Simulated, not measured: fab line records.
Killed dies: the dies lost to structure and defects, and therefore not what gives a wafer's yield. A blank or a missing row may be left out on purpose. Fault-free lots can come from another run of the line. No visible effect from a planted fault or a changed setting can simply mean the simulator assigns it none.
Split-lot experiment || flow n5 finfet || route with 1938 steps; 7 lots, 21 wafers read

== THE SPLIT ==
At N5_BEOL_M9_COAT_22 (resist thk 30 nm), the setting spin rpm was moved away from the recipe's 1500 rpm on 8 of the 21 wafers read, by -9.9% to +10.2%. The other wafers ran this setting at the recipe's value.

The split's own step is where the reading is taken.

== THE READING ==
CAR-EUV_of_BEOL_M9_COAT_22.thk nm (the simulator's own value, which no gauge read), in nm, at N5_BEOL_M9_COAT_22 (resist thk 30 nm). No usual value for it is given in the file. Here, 13 wafers ran the recipe; their average is 30.1 nm with a standard deviation of 0.1 nm.

{"wafer": "L075.2", "tool, chamber at the split": "litho track-01, 0", "spin rpm as run, rpm": 1500, "against the recipe": "recipe", "CAR-EUV_of_BEOL_M9_COAT_22.thk nm, nm": 30, "against lot-mates on the recipe": "-"}
{"wafer": "L075.6", "tool, chamber at the split": "litho track-01, 0", "spin rpm as run, rpm": 1500, "against the recipe": "recipe", "CAR-EUV_of_BEOL_M9_COAT_22.thk nm, nm": 30, "against lot-mates on the recipe": "-"}
{"wafer": "L075.4", "tool, chamber at the split": "litho track-01, 0", "spin rpm as run, rpm": 1500, "against the recipe": "recipe", "CAR-EUV_of_BEOL_M9_COAT_22.thk nm, nm": 30.2, "against lot-mates on the recipe": "-"}
{"wafer": "L077.2", "tool, chamber at the split": "litho track-05, 0", "spin rpm as run, rpm": 1500, "against the recipe": "recipe", "CAR-EUV_of_BEOL_M9_COAT_22.thk nm, nm": 30, "against lot-mates on the recipe": "-"}
{"wafer": "L077.3", "tool, chamber at the split": "litho track-05, 0", "spin rpm as run, rpm": 1444, "against the recipe": "-3.7%", "CAR-EUV_of_BEOL_M9_COAT_22.thk nm, nm": 30.6, "against lot-mates on the recipe": "+0.6"}
{"wafer": "L077.6", "tool, chamber at the split": "litho track-05, 0", "spin rpm as run, rpm": 1444, "against the recipe": "-3.7%", "CAR-EUV_of_BEOL_M9_COAT_22.thk nm, nm": 30.6, "against lot-mates on the recipe": "+0.6"}
{"wafer": "L085.3", "tool, chamber at the split": "litho track-05, 0", "spin rpm as run, rpm": 1653, "against the recipe": "+10.2%", "CAR-EUV_of_BEOL_M9_COAT_22.thk nm, nm": 28.6, "against lot-mates on the recipe": -1.4}
{"wafer": "L085.6", "tool, chamber at the split": "litho track-05, 0", "spin rpm as run, rpm": 1653, "against the recipe": "+10.2%", "CAR-EUV_of_BEOL_M9_COAT_22.thk nm, nm": 28.6, "against lot-mates on the recipe": -1.4}
{"wafer": "L085.4", "tool, chamber at the split": "litho track-05, 0", "spin rpm as run, rpm": 1500, "against the recipe": "recipe", "CAR-EUV_of_BEOL_M9_COAT_22.thk nm, nm": 30, "against lot-mates on the recipe": "-"}
{"wafer": "L087.2", "tool, chamber at the split": "litho track-01, 0", "spin rpm as run, rpm": 1500, "against the recipe": "recipe", "CAR-EUV_of_BEOL_M9_COAT_22.thk nm, nm": 30, "against lot-mates on the recipe": "-"}
{"wafer": "L087.3", "tool, chamber at the split": "litho track-01, 0", "spin rpm as run, rpm": 1500, "against the recipe": "recipe", "CAR-EUV_of_BEOL_M9_COAT_22.thk nm, nm": 30, "against lot-mates on the recipe": "-"}
{"wafer": "L087.6", "tool, chamber at the split": "litho track-01, 0", "spin rpm as run, rpm": 1440, "against the recipe": "-4.0%", "CAR-EUV_of_BEOL_M9_COAT_22.thk nm, nm": 30.6, "against lot-mates on the recipe": "+0.6"}
{"wafer": "L090.2", "tool, chamber at the split": "litho track-04, 0", "spin rpm as run, rpm": 1500, "against the recipe": "recipe", "CAR-EUV_of_BEOL_M9_COAT_22.thk nm, nm": 30.2, "against lot-mates on the recipe": "-"}
{"wafer": "L090.5", "tool, chamber at the split": "litho track-04, 0", "spin rpm as run, rpm": 1362, "against the recipe": "-9.2%", "CAR-EUV_of_BEOL_M9_COAT_22.thk nm, nm": 31.6, "against lot-mates on the recipe": "+1.5"}
{"wafer": "L090.6", "tool, chamber at the split": "litho track-04, 0", "spin rpm as run, rpm": 1500, "against the recipe": "recipe", "CAR-EUV_of_BEOL_M9_COAT_22.thk nm, nm": 30, "against lot-mates on the recipe": "-"}
{"wafer": "L094.2", "tool, chamber at the split": "litho track-04, 0", "spin rpm as run, rpm": 1500, "against the recipe": "recipe", "CAR-EUV_of_BEOL_M9_COAT_22.thk nm, nm": 30.2, "against lot-mates on the recipe": "-"}
{"wafer": "L094.3", "tool, chamber at the split": "litho track-04, 0", "spin rpm as run, rpm": 1500, "against the recipe": "recipe", "CAR-EUV_of_BEOL_M9_COAT_22.thk nm, nm": 30.2, "against lot-mates on the recipe": "-"}
{"wafer": "L094.6", "tool, chamber at the split": "litho track-04, 0", "spin rpm as run, rpm": 1500, "against the recipe": "recipe", "CAR-EUV_of_BEOL_M9_COAT_22.thk nm, nm": 30.2, "against lot-mates on the recipe": "-"}
{"wafer": "L096.1", "tool, chamber at the split": "litho track-05, 0", "spin rpm as run, rpm": 1500, "against the recipe": "recipe", "CAR-EUV_of_BEOL_M9_COAT_22.thk nm, nm": 30.2, "against lot-mates on the recipe": "-"}
{"wafer": "L096.2", "tool, chamber at the split": "litho track-05, 0", "spin rpm as run, rpm": 1352, "against the recipe": "-9.9%", "CAR-EUV_of_BEOL_M9_COAT_22.thk nm, nm": 31.6, "against lot-mates on the recipe": "+1.4"}
{"wafer": "L096.4", "tool, chamber at the split": "litho track-05, 0", "spin rpm as run, rpm": 1352, "against the recipe": "-9.9%", "CAR-EUV_of_BEOL_M9_COAT_22.thk nm, nm": 31.8, "against lot-mates on the recipe": "+1.6"}

FIT RESULTS
A straight line over all 21 wafers: CAR-EUV_of_BEOL_M9_COAT_22.thk nm changes by -0.154 nm for each +1% of spin rpm; r = -0.99; the points scatter about the line by 0.1 nm.
The same after taking each lot's own level away (the mean of its wafers on the recipe; 21 wafers): -0.147 nm for each +1%; r = -1.00; scatter 0.074 nm.
The reading moves by 1.5 nm for the largest change in spin rpm, on that fit.
The lots' own levels span 30.00 to 30.20 nm, that is 2.0 times the standard deviation above.
So the lot-to-lot level changes the slope little: the two slopes agree.
Check: for one of the wafers moved furthest among these (+10.2%), held out of the fit, the line's prediction against its lot-mates is -1.51 nm. It came out at -1.4 nm against them.

== OTHER SPLITS APPLIED TO THESE WAFERS ==
Other splits were also applied to these wafers ahead of the reading. Each is held against what the fit with the lots' levels taken away leaves over:
{"other split on the same wafers": "N5_BEOL_M6_ALD_77 co reactant pulse time s", "wafers away from the commonest value": 7, "r with CAR-EUV_of_BEOL_M9_COAT_22.thk nm (lot level and that fit taken away)": -0.10}
{"other split on the same wafers": "N5_BEOL_M7_ILD_DEP_00 time s", "wafers away from the commonest value": 10, "r with CAR-EUV_of_BEOL_M9_COAT_22.thk nm (lot level and that fit taken away)": "+0.01"}
{"other split on the same wafers": "N5_BEOL_M8_ILD_DEP_00 time s", "wafers away from the commonest value": 7, "r with CAR-EUV_of_BEOL_M9_COAT_22.thk nm (lot level and that fit taken away)": -0.21}
{"other split on the same wafers": "N5_BEOL_M9_PECVD_70 temp c", "wafers away from the commonest value": 11, "r with CAR-EUV_of_BEOL_M9_COAT_22.thk nm (lot level and that fit taken away)": "+0.18"}

== FILE'S OWN FIT ==
CAR-EUV_of_BEOL_M9_COAT_22.thk nm changes by -0.15 nm for each +1% of spin rpm, r = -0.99.
